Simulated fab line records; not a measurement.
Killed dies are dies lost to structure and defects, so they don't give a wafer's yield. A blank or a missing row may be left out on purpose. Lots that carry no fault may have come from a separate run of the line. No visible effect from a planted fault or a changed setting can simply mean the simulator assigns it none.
The same fault as seen by 2 desks ; flow nand-harc ; only its own numbers are on each desk; what lay behind them is given at the end

## AT THE TOOL OWNER'S DESK: pecvd-onon-03
The tool's own readings at NHARC_A_ONON_D2_DEP_22 (target thk 1000 nm): means of the sampled wafers that have a number, for each lot that ran on this tool. If a lot's mean is further than 4 standard deviations from the usual mean, the lot is out of limits and carries the mark OUT (the distance appears in the brackets).
Columns: A = susceptor-temp-C at NHARC_A_ONON_D2_DEP_22, usual 399.99 C
lot;first seen here;A
L966;day 12 09:02;400.10
L970;day 15 03:20;399.94
L971;day 15 15:41;400.00
L975;day 16 16:02;399.91
L976;day 17 13:18;399.96
L986;day 20 22:37;399.62
L987;day 21 14:19;400.06
L988;day 21 19:01;400.35
This desk's finding: nothing out of limits on any of the 8 lots.

## AT THE METROLOGY DESK
What the gauges read for every lot (on any tool): the sampled wafers with a number, averaged. If a lot's mean is further than 4 standard deviations from the usual mean, the lot is out of limits and carries the mark OUT (the distance appears in the brackets).
Columns: A = thk-nm at NHARC_A_ONON_D2_THK_MEAS_05, usual 1002 nm; B = thk-nm at NHARC_A_ONON_D2_THK_MEAS_18, usual 997 nm; C = thk-nm at NHARC_A_ONON_D2_THK_MEAS_21, usual 999 nm; D = thk-nm at NHARC_A_ONON_D2_THK_MEAS_24, usual 1001 nm
lot;first seen here;A;B;C;D
L966;day 11 22:46;989;1011;986;1008
L967;day 13 03:39;988;982;1006;1011
L970;day 14 14:02;1014;998;1001;1007
L972;day 14 17:40;988;993;1012;1003
L971;day 15 05:17;1005;1005;996;995
L973;day 15 12:38;981;998;990;991
L974;day 15 19:56;1011;1021;995;1011
L975;day 16 05:01;1014;998;996;989
L977;day 17 03:16;1005;997;984;1002
L976;day 17 03:17;986;1027;1018;993
L979;day 17 19:23;996;989;997;999
L981;day 18 20:52;1017;990;990;999
L986;day 20 12:46;1010;986;997;832 (-30) OUT
L987;day 21 01:23;1004;992;1000;832 (-30) OUT
L988;day 21 08:56;1006;1004;996;832 (-30) OUT
Finding of this desk: L986, L987, L988 out of limits; the first was L986 at day 20 22:57, on thk-nm at NHARC_A_ONON_D2_THK_MEAS_24. L966, L967, L970, L972, L971, L973, L974, L975, L977, L976, L979, L981: within limits.

## BROUGHT TOGETHER
L986, L987, L988 would have let the metrology desk raise an alarm at day 20 22:57.
Nothing out of limits was seen by the tool owner's desk.
On record at the tool owner's desk: L986, L987, L988, within its limits.
Of the lots named, all ran NHARC_A_ONON_D2_DEP_22 on pecvd-onon-03.

## WHAT WAS PUT IN BY THE SIMULATOR
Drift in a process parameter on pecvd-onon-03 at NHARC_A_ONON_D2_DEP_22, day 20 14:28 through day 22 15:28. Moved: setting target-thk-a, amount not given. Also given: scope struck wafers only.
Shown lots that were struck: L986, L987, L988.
Hours from the fault's start to each desk's first reading out of limits: the metrology desk, 8.
